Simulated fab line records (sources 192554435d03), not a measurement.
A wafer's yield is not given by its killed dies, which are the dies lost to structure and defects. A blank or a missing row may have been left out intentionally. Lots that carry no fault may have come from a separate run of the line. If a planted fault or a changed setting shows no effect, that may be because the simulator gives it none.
Which tool was responsible? -- flow n5Finfet -- 24 lots, 72 wafers sampled, at 6 steps of a route of 1938

## WHAT THE GAUGES READ, wafer by wafer
N5_WELL_APT_OVL_MEAS_26.
lot,measured,on,PWELL_OVL (nm)
L074,day 1 16:06,overlay-02,-9 -3 -5
L075,day 1 21:08,overlay-01,-10 -17 -4
L076,day 2 02:57,overlay-01,4 -3 2
L077,day 2 08:58,overlay-02,-4 -1 -13
L078,day 2 14:59,overlay-02,0 1 -2
L079,day 2 20:58,overlay-01,4 -3 0
L080,day 3 03:22,overlay-01,1 -7 2
L081,day 3 08:53,overlay-01,7 10 15
L082,day 3 14:59,overlay-01,-1 -3 2
L083,day 3 21:12,overlay-02,-2 0 -4
L084,day 4 02:58,overlay-01,4 -3 0
L085,day 4 09:25,overlay-02,2 4 -1
L086,day 4 14:51,overlay-02,9 -2 1
L087,day 4 20:59,overlay-01,-16 -9 -8
L088,day 5 03:07,overlay-01,-7 4 -5
L089,day 5 09:11,overlay-02,-5 -3 -7
L090,day 5 15:09,overlay-02,-1 2 -1
L091,day 5 21:50,overlay-02,-4 5 -7
L092,day 6 03:01,overlay-01,8 -3 -1
L093,day 6 09:32,overlay-01,0 3 4
L094,day 6 15:12,overlay-02,3 7 3
L095,day 6 21:07,overlay-02,3 8 -2
L096,day 7 03:17,overlay-01,-2 -1 0
L097,day 7 10:28,overlay-01,7 1 -6

N5_FIN_SAQP_CD_MEAS_16: target cd 35.6 nm.
lot,measured,on,cdNm (nm)
L074,day 1 22:41,cdSem-01,35.5 35.3 35.3
L075,day 2 03:20,cdSem-02,35.3 35.1 35.2
L076,day 2 11:01,cdSem-03,35.7 35.5 35.0
L077,day 2 15:41,cdSem-03,34.9 36.0 35.3
L078,day 2 22:16,cdSem-02,35.7 36.1 35.3
L079,day 3 03:37,cdSem-01,35.5 35.5 35.7
L080,day 3 09:53,cdSem-02,36.0 35.5 35.6
L081,day 3 15:33,cdSem-01,35.3 36.1 35.6
L082,day 3 22:37,cdSem-01,35.9 35.3 35.1
L083,day 4 03:46,cdSem-02,36.1 35.7 35.7
L084,day 4 09:11,cdSem-03,35.6 34.8 35.5
L085,day 4 16:37,cdSem-02,35.9 35.8 35.7
L086,day 4 22:29,cdSem-02,35.7 35.5 35.7
L087,day 5 04:28,cdSem-01,35.5 35.6 35.5
L088,day 5 16:14,cdSem-01,35.5 35.7 35.6
L089,day 5 16:17,cdSem-02,35.5 35.8 35.6
L090,day 5 22:10,cdSem-02,35.4 35.9 35.3
L091,day 6 04:53,cdSem-01,35.9 35.5 35.5
L092,day 6 09:44,cdSem-03,36.1 35.9 35.9
L093,day 6 17:09,cdSem-01,35.7 35.6 36.0
L094,day 6 22:15,cdSem-01,35.2 35.5 35.2
L095,day 7 05:17,cdSem-03,35.4 35.2 35.8
L096,day 7 12:13,cdSem-02,36.0 36.4 36.2
L097,day 7 18:56,cdSem-02,35.6 35.2 35.4

N5_FIN_SAQP_OVL_MEAS_17.
lot,measured,on,FIN_CORE_OVL (nm)
L074,day 1 22:43,overlay-01,0.8 0.4 0.3
L075,day 2 03:22,overlay-02,0.7 0.2 0.0
L076,day 2 11:03,overlay-02,0.2 0.3 -0.6
L077,day 2 15:44,overlay-02,0.9 0.0 0.2
L078,day 2 22:18,overlay-02,-0.9 -0.1 -0.8
L079,day 3 03:40,overlay-02,2.0 1.4 1.3
L080,day 3 09:56,overlay-01,0.2 1.0 0.5
L081,day 3 15:35,overlay-01,0.3 0.8 1.6
L082,day 3 22:39,overlay-01,0.4 1.4 1.6
L083,day 4 03:49,overlay-01,0.3 0.8 0.9
L084,day 4 09:13,overlay-01,0.8 -0.6 1.5
L085,day 4 16:38,overlay-02,1.1 1.7 0.0
L086,day 4 22:31,overlay-02,1.5 0.5 0.0
L087,day 5 04:30,overlay-01,0.0 -0.2 0.1
L088,day 5 16:17,overlay-02,1.1 1.3 1.2
L089,day 5 16:19,overlay-01,0.8 -0.3 -0.4
L090,day 5 22:12,overlay-02,2.0 1.8 2.6
L091,day 6 04:56,overlay-01,0.7 1.4 1.0
L092,day 6 09:46,overlay-01,1.2 -0.8 1.2
L093,day 6 17:11,overlay-01,0.2 -0.5 -0.2
L094,day 6 22:17,overlay-01,-0.4 0.5 0.2
L095,day 7 05:19,overlay-01,2.0 1.5 1.6
L096,day 7 12:15,overlay-01,0.2 0.2 0.4
L097,day 7 18:59,overlay-01,-0.4 -0.8 0.7

## WHICH TOOL RAN EACH LOT (tool, then ch and the chambers of the sampled wafers, then the start)
lot,N5_WELL_APT_DESCUM_13,N5_FIN_SAQP_PECVD_48,N5_FIN_SAQP_HM_DEP_72
L074,"rieDiel-02 ch 0,2,3, day 1 14:53","pecvd-02 ch 0, day 1 22:01","pecvd-01 ch 0,2, day 1 22:14"
L075,"rieDiel-02 ch 1,2, day 1 20:04","pecvd-02 ch 0,1,2, day 2 02:50","pecvd-01 ch 0,2, day 2 03:00"
L076,"rieDiel-02 ch 0,1,3, day 2 01:52","pecvd-03 ch 0,1, day 2 10:22","pecvd-02 ch 0,2, day 2 10:34"
L077,"rieDiel-05 ch 0,1, day 2 07:54","pecvd-02 ch 1,2, day 2 15:05","pecvd-02 ch 0,1,2, day 2 15:14"
L078,"rieDiel-06 ch 1,2, day 2 13:55","pecvd-01 ch 0,1,2, day 2 21:44","pecvd-03 ch 0,1, day 2 21:54"
L079,"rieDiel-05 ch 1,2,3, day 2 19:46","pecvd-03 ch 0,2, day 3 03:01","pecvd-01 ch 0,2, day 3 03:10"
L080,"rieDiel-02 ch 0,1, day 3 02:10","pecvd-02 ch 0,1, day 3 09:17","pecvd-03 ch 1,2, day 3 09:27"
L081,"rieDiel-06 ch 0,1,3, day 3 07:41","pecvd-03 ch 0,1, day 3 14:56","pecvd-02 ch 0,1,2, day 3 15:06"
L082,"rieDiel-06 ch 1,2, day 3 13:47","pecvd-01 ch 0,2, day 3 22:00","pecvd-02 ch 0,2, day 3 22:10"
L083,"rieDiel-05 ch 0,1,3, day 3 20:01","pecvd-02 ch 0,1,2, day 4 03:09","pecvd-03 ch 0,1, day 4 03:19"
L084,"rieDiel-05 ch 0,1, day 4 01:53","pecvd-02 ch 0,1,2, day 4 08:41","pecvd-03 ch 0,2, day 4 08:52"
L085,"rieDiel-02 ch 0,1,2, day 4 08:19","pecvd-01 ch 0,1,2, day 4 16:07","pecvd-03 ch 0,2, day 4 16:17"
L086,"rieDiel-06 ch 0,3, day 4 13:47","pecvd-01 ch 0,2, day 4 21:52","pecvd-02 ch 0,1,2, day 4 22:02"
L087,"rieDiel-02 ch 0,1,2, day 4 19:47","pecvd-02 ch 0,1,2, day 5 03:58","pecvd-03 ch 0,1,2, day 5 04:08"
L088,"rieDiel-05 ch 0,2,3, day 5 01:54","pecvd-03 ch 0,1, day 5 09:33","pecvd-01 ch 0,1, day 5 09:43"
L089,"rieDiel-05 ch 0,1,2, day 5 08:08","pecvd-01 ch 0,1,2, day 5 15:39","pecvd-02 ch 0,1,2, day 5 15:49"
L090,"rieDiel-05 ch 0,2, day 5 13:58","pecvd-03 ch 0,1, day 5 21:39","pecvd-02 ch 1, day 5 21:49"
L091,"rieDiel-02 ch 0,1,2, day 5 20:46","pecvd-02 ch 1,2, day 6 04:22","pecvd-03 ch 0,1,2, day 6 04:34"
L092,"rieDiel-02 ch 0,1,3, day 6 01:55","pecvd-02 ch 0,1,2, day 6 09:14","pecvd-02 ch 0,1, day 6 09:25"
L093,"rieDiel-02 ch 0,1, day 6 08:19","pecvd-01 ch 0,1, day 6 16:38","pecvd-03 ch 0,1, day 6 16:48"
L094,"rieDiel-02 ch 0,2, day 6 14:07","pecvd-02 ch 0,1,2, day 6 21:38","pecvd-01 ch 0,1, day 6 21:48"
L095,"rieDiel-06 ch 1,2,3, day 6 20:03","pecvd-02 ch 0,1,2, day 7 04:40","pecvd-02 ch 0,1,2, day 7 04:50"
L096,"rieDiel-06 ch 1,3, day 7 02:07","pecvd-03 ch 0,2, day 7 11:35","pecvd-03 ch 0,1, day 7 11:46"
L097,"rieDiel-06 ch 1,2, day 7 09:22","pecvd-01 ch 1,2, day 7 18:20","pecvd-01 ch 0,1,2, day 7 18:29"
- N5_WELL_APT_DESCUM_13: chemistry O2, time 7.9 s.
- N5_FIN_SAQP_PECVD_48: deposits SiNx from SiH4/NH3/N2, target thk 25 nm, time 22.1 s.
- N5_FIN_SAQP_HM_DEP_72: deposits SiO2 from SiH4/N2O, target thk 12 nm, time 7.2 s.

## WHAT THE TOOLS THEMSELVES READ (means of the sampled wafers that have a number; where no wafer has one, the mark that the record gives instead)
N5_WELL_APT_DESCUM_13.
lot,tool,drypumpMotorCurrentA (A),oesProductAu (a.u.),rfFwdPowerW (W),rfVppV (V),showerheadPlenumPTorr (Torr),throttleValvePct (%)
L074,rieDiel-02,5.8,0.82,49.69,244.0,2.12,20.5
L075,rieDiel-02,6.5,0.90,49.73,245.0,2.19,20.1
L076,rieDiel-02,6.0,0.84,49.73,243.3,2.15,20.4
L077,rieDiel-05,6.5,0.86,49.87,243.6,2.12,20.1
L078,rieDiel-06,5.1,0.73,49.84,244.0,2.12,20.8
L079,rieDiel-05,6.2,0.84,49.64,243.4,2.09,20.3
L080,rieDiel-02,6.0,0.86,49.75,244.5,2.15,20.3
L081,rieDiel-06,5.4,0.74,49.79,241.5,2.01,20.5
L082,rieDiel-06,5.1,0.72,49.68,243.1,2.12,20.8
L083,rieDiel-05,6.1,0.86,49.66,242.8,2.09,20.2
L084,rieDiel-05,6.6,0.81,49.70,243.5,2.11,20.1
L085,rieDiel-02,6.2,0.84,49.71,243.9,2.14,20.2
L086,rieDiel-06,5.2,0.74,49.68,242.1,2.00,20.2
L087,rieDiel-02,6.2,0.84,49.65,243.5,2.14,20.2
L088,rieDiel-05,6.0,0.83,49.60,242.9,2.08,20.4
L089,rieDiel-05,6.4,0.79,49.65,244.0,2.10,20.4
L090,rieDiel-05,6.3,0.77,49.56,243.0,2.09,20.6
L091,rieDiel-02,6.2,0.83,49.78,243.1,2.14,20.3
L092,rieDiel-02,6.0,0.79,49.65,243.9,2.14,20.4
L093,rieDiel-02,6.0,0.82,49.88,243.5,2.14,20.3
L094,rieDiel-02,5.8,0.80,49.73,243.8,2.10,20.5
L095,rieDiel-06,5.1,0.71,49.65,243.4,2.06,20.6
L096,rieDiel-06,5.2,0.73,49.70,240.7,2.01,20.4
L097,rieDiel-06,5.3,0.71,49.64,242.7,2.05,20.9

N5_FIN_SAQP_PECVD_48.
lot,tool,heaterPowerW (W),rfFwdPowerW (W),showerheadPlenumPTorr (Torr),throttleValvePct (%)
L074,pecvd-02,649,296.5,5.10,37.3
L075,pecvd-02,769,296.5,5.13,38.8
L076,pecvd-03,890,298.2,5.24,39.8
L077,pecvd-02,821,298.1,5.12,39.2
L078,pecvd-01,756,295.8,5.17,40.0
L079,pecvd-03,836,297.0,5.10,38.0
L080,pecvd-02,792,296.0,5.13,38.4
L081,pecvd-03,873,296.8,5.24,39.7
L082,pecvd-01,797,296.7,5.24,40.2
L083,pecvd-02,808,297.0,5.12,38.8
L084,pecvd-02,767,297.8,5.12,38.9
L085,pecvd-01,782,297.2,5.17,40.0
L086,pecvd-01,854,296.7,5.23,40.2
L087,pecvd-02,837,297.3,5.13,38.9
L088,pecvd-03,849,298.0,5.24,40.0
L089,pecvd-01,702,296.8,5.18,40.0
L090,pecvd-03,845,296.9,5.22,41.1
L091,pecvd-02,821,297.9,5.12,39.4
L092,pecvd-02,807,297.0,5.13,38.7
L093,pecvd-01,713,297.3,5.19,39.1
L094,pecvd-02,833,297.2,5.13,38.9
L095,pecvd-02,848,296.1,5.12,39.0
L096,pecvd-03,846,298.2,5.10,38.5
L097,pecvd-01,737,295.1,5.12,40.0

N5_FIN_SAQP_HM_DEP_72.
lot,tool,heaterPowerW (W),rfFwdPowerW (W),showerheadPlenumPTorr (Torr)
L074,pecvd-01,828,273.1,8.33
L075,pecvd-01,770,272.8,8.31
L076,pecvd-02,746,272.2,8.03
L077,pecvd-02,829,273.0,8.11
L078,pecvd-03,856,274.3,8.30
L079,pecvd-01,772,272.2,8.30
L080,pecvd-03,825,273.4,8.01
L081,pecvd-02,804,272.9,8.12
L082,pecvd-02,785,272.9,8.03
L083,pecvd-03,923,273.1,8.34
L084,pecvd-03,783,273.2,8.07
L085,pecvd-03,777,273.0,8.22
L086,pecvd-02,814,273.9,8.10
L087,pecvd-03,815,273.5,8.17
L088,pecvd-01,761,273.0,8.22
L089,pecvd-02,835,273.0,8.11
L090,pecvd-02,883,274.0,8.24
L091,pecvd-03,828,273.4,8.19
L092,pecvd-02,925,273.7,8.20
L093,pecvd-03,841,273.9,8.29
L094,pecvd-01,747,270.9,8.12
L095,pecvd-02,825,273.4,8.10
L096,pecvd-03,781,274.0,8.30
L097,pecvd-01,757,272.7,8.22

## THE ANSWER, worked out from the rows above alone
Rule: what is usual is taken from the lots themselves. The widest of any qualifying gaps counts: lots, ordered by their means at a reading, are off when they make up no more than a third of the lots, leave a main group of 4 or more, and stand apart from it by 3 or more times the standard deviation of that group's means. Not used: any main group whose means are identical at the precision the tables above print for the reading. A lot without any number at a reading at which 4 lots or more have one is off too. All remaining lots with rows at the step are treated as sound. After the gauges, taken in route order, come the tools' own readings; for these a lot's mean is taken, as printed above. The first step at which some lot is off is used, and at that step the reading that is off furthest; a lot without a number counts as furthest.
None of the lots is off at any reading shown; this tells nothing.

## WHAT HAD BEEN PUT IN BY THE SIMULATOR
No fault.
